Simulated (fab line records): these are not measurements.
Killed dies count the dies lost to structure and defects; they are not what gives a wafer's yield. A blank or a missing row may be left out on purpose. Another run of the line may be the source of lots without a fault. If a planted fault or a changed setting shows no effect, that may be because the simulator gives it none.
The tool behind it: which one?	flow nand harc	14 lots with 42 wafers sampled at 6 steps, on a route of 1302 steps

WHAT THE GAUGES READ, wafer by wafer
NHARC_A_M1_CD_MEAS_09 targets a cd of 120 nm. Usual: cd nm at 120.1 nm, with a standard deviation of 0.59.
lot	measured	on	cd nm (nm)	flag
L780	day 23 03:58	cd sem-03	120.8 120.0 119.7	
L779	day 23 09:58	cd sem-01	120.9 119.5 119.9	
L782	day 24 04:56	cd sem-01	120.2 119.4 120.5	
L785	day 25 11:43	cd sem-01	119.7 119.4 118.7	
L788	day 26 11:23	cd sem-02	118.8 120.3 119.8	
L786	day 26 11:56	cd sem-02	119.5 120.9 119.9	
L787	day 26 15:56	cd sem-03	120.7 121.1 119.8	
L790	day 27 16:37	cd sem-01	120.1 120.3 120.9	
L792	day 28 11:22	cd sem-02	120.5 121.0 120.1	
L793	day 28 12:37	cd sem-01	119.5 119.8 120.0	
L795	day 30 12:23	cd sem-03	119.9 120.3 120.4	
L797	day 30 15:47	cd sem-03	120.8 119.4 120.0	
L796	day 30 22:42	cd sem-03	119.2 119.9 120.2	
L801	day 31 22:08	cd sem-02	118.7 119.4 119.2	

NHARC_END_SORT_01. Usual: defect limited yield is 91 % with standard deviation 3.4, killed at array is 55 with standard deviation 23, killed at other is 1.0 with standard deviation 1.2, killed at periphery is 3.2 with standard deviation 2.7, killed dies is 59 with standard deviation 23, killed open is 3.1 with standard deviation 1.6, and killed short is 2.2 with standard deviation 1.5.
lot	measured	on	defect limited yield (%)	killed at array	killed at other	killed at periphery	killed dies	killed open	killed short	flag
L780	day 24 16:30	prober-02	95 96 97	27 17 17	0 0 0	5 8 5	32 25 22	4 3 1	3 4 3	
L779	day 25 00:15	prober-02	83 83 82	112 116 117	0 0 3	3 1 2	115 117 122	4 2 5	1 1 2	
L788	day 28 01:38	prober-02	86 88 89	89 73 69	4 4 4	4 2 2	97 79 75	6 2 1	3 2 5	
L786	day 28 02:21	prober-01	94 95 96	34 30 22	1 0 1	6 1 1	41 31 24	4 2 2	0 0 2	
L787	day 28 09:23	prober-01	95 92 94	31 45 32	2 2 0	2 9 7	35 56 39	0 4 1	0 1 0	
L790	day 29 03:43	prober-01	90 89 89	69 72 71	1 1 2	1 2 2	71 75 75	3 3 4	0 3 3	
L792	day 30 03:25	prober-02	93 90 93	47 66 43	0 0 0	1 4 6	48 70 49	3 5 3	2 5 3	
L793	day 29 22:45	prober-01	92	46	4	3	53	5	1	
L795	day 32 01:05	prober-02	91	54	0	9	63	2	2	
L797	day 32 08:07	prober-01	88 88 88	82 78 76	0 0 0	1 1 4	83 79 80	5 3 3	3 1 1	

WHAT TOOL EACH LOT RAN ON (gives the tool, then ch and the chambers of the sampled wafers, and finally the start)
lot	NHARC_A_M1_PRE_CLEAN_30	NHARC_A_M1_ECD_22	NHARC_A_M1_ANNEAL_31	NHARC_A_M1_CMP_23
L780	pvd sputter-02, day 23 05:43 or earlier	ecd cu-01 ch 0,1, day 23 05:43	rtp anneal-01 ch 0, day 23 06:10	cmp-04 ch 1,3, day 23 06:29
L779	pvd sputter-01, day 23 11:32 or earlier	ecd cu-02 ch 0,1, day 23 11:32	rtp anneal-02 ch 0, day 23 11:58	cmp-02 ch 0,1,2, day 23 12:19
L782	pvd sputter-01, day 24 06:36 or earlier	ecd cu-01 ch 0,1, day 24 06:36	rtp anneal-01 ch 0, day 24 06:59	cmp-02 ch 0,2, day 24 07:15
L785	pvd sputter-03, day 25 13:25 or earlier	ecd cu-02 ch 0,1, day 25 13:25	rtp anneal-02 ch 0, day 25 13:47	cmp-04 ch 0,1,2, day 25 14:05
L788	pvd sputter-03, day 26 13:01 or earlier	ecd cu-01 ch 0,1, day 26 13:01	rtp anneal-02 ch 0, day 26 13:23	cmp-02 ch 0,2,3, day 26 13:46
L786	pvd sputter-02, day 26 13:37 or earlier	ecd cu-01 ch 0,1, day 26 13:37	rtp anneal-02 ch 0, day 26 14:00	cmp-03 ch 1,2,3, day 26 14:21
L787	pvd sputter-03, day 26 17:55 or earlier	ecd cu-01 ch 0,1, day 26 17:55	rtp anneal-02 ch 0, day 26 18:17	cmp-02 ch 2,3, day 26 18:40
L790	pvd sputter-03, day 27 18:20 or earlier	ecd cu-02 ch 0,1, day 27 18:20	rtp anneal-01 ch 0, day 27 18:43	cmp-02 ch 1,2, day 27 18:54
L792	pvd sputter-02, day 28 13:04 or earlier	ecd cu-01 ch 0,1, day 28 13:04	rtp anneal-01 ch 0, day 28 13:27	cmp-02 ch 0,1,3, day 28 13:47
L793	pvd sputter-03, day 28 14:17 or earlier	ecd cu-02 ch 0,1, day 28 14:17	rtp anneal-02 ch 0, day 28 14:37	cmp-02 ch 0,1,3, day 28 14:59
L795	pvd sputter-02, day 30 13:58 or earlier	ecd cu-02 ch 0, day 30 13:58	rtp anneal-01 ch 0, day 30 14:23	cmp-04 ch 0,1,3, day 30 14:43
L797	pvd sputter-02, day 30 17:23 or earlier	ecd cu-01 ch 1, day 30 17:23	rtp anneal-01 ch 0, day 30 17:43	cmp-02 ch 1,3, day 30 18:04
L796	pvd sputter-02, day 31 00:16 or earlier	ecd cu-01 ch 0,1, day 31 00:16	rtp anneal-01 ch 0, day 31 00:38	cmp-02 ch 0,1,2, day 31 00:59
L801	pvd sputter-02, day 31 23:47 or earlier	ecd cu-01 ch 0,1, day 31 23:47	rtp anneal-01 ch 0, day 32 00:30	cmp-03 ch 0,1,2, day 32 00:47
- NHARC_A_M1_PRE_CLEAN_30: time 30 s.
- NHARC_A_M1_ECD_22: material Cu, target thk 400 nm.
- NHARC_A_M1_ANNEAL_31: time 90 s.
- NHARC_A_M1_CMP_23: polishes, t overpolish 20 s, target thk 154.34 nm.

AS READ BY THE TOOLS THEMSELVES (means over the sampled wafers that have a number; for cases with no such wafer, the mark the record gives instead)
NHARC_A_M1_PRE_CLEAN_30. Usual: heater power w at 410 W, with a standard deviation of 33.
lot	tool	heater power w (W)	flag
L780	pvd sputter-02	421	
L779	pvd sputter-01	392	
L782	pvd sputter-01	401	
L785	pvd sputter-03	430	
L788	pvd sputter-03	431	
L786	pvd sputter-02	405	
L787	pvd sputter-03	419	
L790	pvd sputter-03	441	
L792	pvd sputter-02	397	
L793	pvd sputter-03	389	
L795	pvd sputter-02	429	
L797	pvd sputter-02	425	
L796	pvd sputter-02	402	
L801	pvd sputter-02	427	

NHARC_A_M1_ANNEAL_31. Usual: wafer_temp_C_max at 225.95, with a standard deviation of 0.2.
lot	tool	wafer_temp_C_max	flag
L780	rtp anneal-01	225.96	
L779	rtp anneal-02	225.86	
L782	rtp anneal-01	226.13	
L785	rtp anneal-02	226.22	
L788	rtp anneal-02	225.82	
L786	rtp anneal-02	225.90	
L787	rtp anneal-02	226.01	
L790	rtp anneal-01	226.13	
L792	rtp anneal-01	225.98	
L793	rtp anneal-02	225.95	
L795	rtp anneal-01	225.84	
L797	rtp anneal-01	225.89	
L796	rtp anneal-01	225.71	
L801	rtp anneal-01	225.88	

NHARC_A_M1_CMP_23. Usual: motor current A 12.4 A, standard deviation 0.93; time to endpoint s 29 s, standard deviation 3.1.
lot	tool	motor current A (A)	time to endpoint s (s)	flag
L780	cmp-04	10.7	31	
L779	cmp-02	12.9	28	
L782	cmp-02	12.7	30	
L785	cmp-04	12.1	28	
L788	cmp-02	12.3	32	
L786	cmp-03	11.9	28	
L787	cmp-02	12.4	28	
L790	cmp-02	12.9	25	
L792	cmp-02	12.8	29	
L793	cmp-02	12.7	13	OFF
L795	cmp-04	11.5	15	OFF
L797	cmp-02	12.5	26	
L796	cmp-02	12.4	29	
L801	cmp-03	13.2	27	

THE ANSWER, worked out from the rows above alone
Rule: a lot is off if the mean of its wafers that have a number lies more than 3 standard deviations from the usual mean. Also off: a lot with no number at a reading for which 4 or more lots have one. Any other lot the step has rows for is counted as sound. After the gauges, taken in route order, come the tools' own readings; for these a lot's mean is taken, as printed above. At the first step where some lot is off, the reading lying furthest off is the one used; lots without a number count as furthest.
Off: L793, L795 (NHARC_A_M1_CMP_23, time to endpoint s).
If a tool, at that step or one of the process steps before it, ran each lot that is off and ran no sound lot following the first of them, it fits. With no start given for some of its lots, NHARC_A_M1_PRE_CLEAN_30 uses the hours and lot order of NHARC_A_M1_ECD_22. One fits: NHARC_A_M1_ECD_22 on ecd cu-02. Its last sound lot is L790 (day 27 18:20), its first lot that is off L793 (day 28 14:17): a fault that began between those two fits.

WHAT HAD BEEN PUT IN BY THE SIMULATOR
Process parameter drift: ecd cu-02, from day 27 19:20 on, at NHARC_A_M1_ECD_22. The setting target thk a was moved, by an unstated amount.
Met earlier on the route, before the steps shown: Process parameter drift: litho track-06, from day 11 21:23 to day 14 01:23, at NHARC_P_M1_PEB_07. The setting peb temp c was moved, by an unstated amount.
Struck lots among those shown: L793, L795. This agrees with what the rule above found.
